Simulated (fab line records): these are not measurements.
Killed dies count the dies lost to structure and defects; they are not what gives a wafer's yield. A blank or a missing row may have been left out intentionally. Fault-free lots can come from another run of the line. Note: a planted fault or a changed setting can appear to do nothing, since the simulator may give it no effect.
Chamber matching | flow n5_finfet | rie_diel-05 running N5_BEOL_M10_DESCUM_33: 4 sister chambers
The step chemistry O2, time 7.9 s. 4 wafers are shown with their chamber, then 10 later ones without.

## WAFERS, EACH WITH ITS CHAMBER
wafer  | chamber | throttle_valve_pct (%)
L083.5 | 1       | 19.8
L083.6 | 0       | 20.2
L085.1 | 2       | 20.4
L085.3 | 3       | 20.1

## WAFERS WITHOUT THEIR CHAMBER
wafer  | throttle_valve_pct (%)
L085.4 | 20.2
L087.1 | 20.4
L087.4 | 20.2
L087.5 | 20.4
L093.1 | 20.2
L093.2 | 20.1
L093.6 | 20.2
L095.1 | 19.9
L095.3 | 20.2
L095.4 | 20.2

## WHICH CHAMBER EACH ONE RAN IN
wafer  | from the rows above | in truth
L085.4 | 0                   | 0
L087.1 | 2                   | 2
L087.4 | 0                   | 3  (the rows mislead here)
L087.5 | 2                   | 2
L093.1 | 0                   | 0
L093.2 | 3                   | 3
L093.6 | 0                   | 0
L095.1 | 1                   | 1
L095.3 | 0                   | 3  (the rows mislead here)
L095.4 | 0                   | 0
Placed correctly: 8 of 10. Can't be placed from these rows: 0. Placed wrongly: 2.
How it was worked out, from the rows above alone: a wafer's distance from a chamber is the root of the sum, over the readings, of the square of ((its reading less the chamber's mean) divided by the reading's scatter). The wafer belongs to the nearest chamber; if the next one is less than 2 further off, it can't be placed. The mean given for a chamber averages the wafers shown for that chamber. The scatter: with one shown wafer a chamber, the root of the mean of the squares of how far each hidden wafer lies from its nearest shown one.
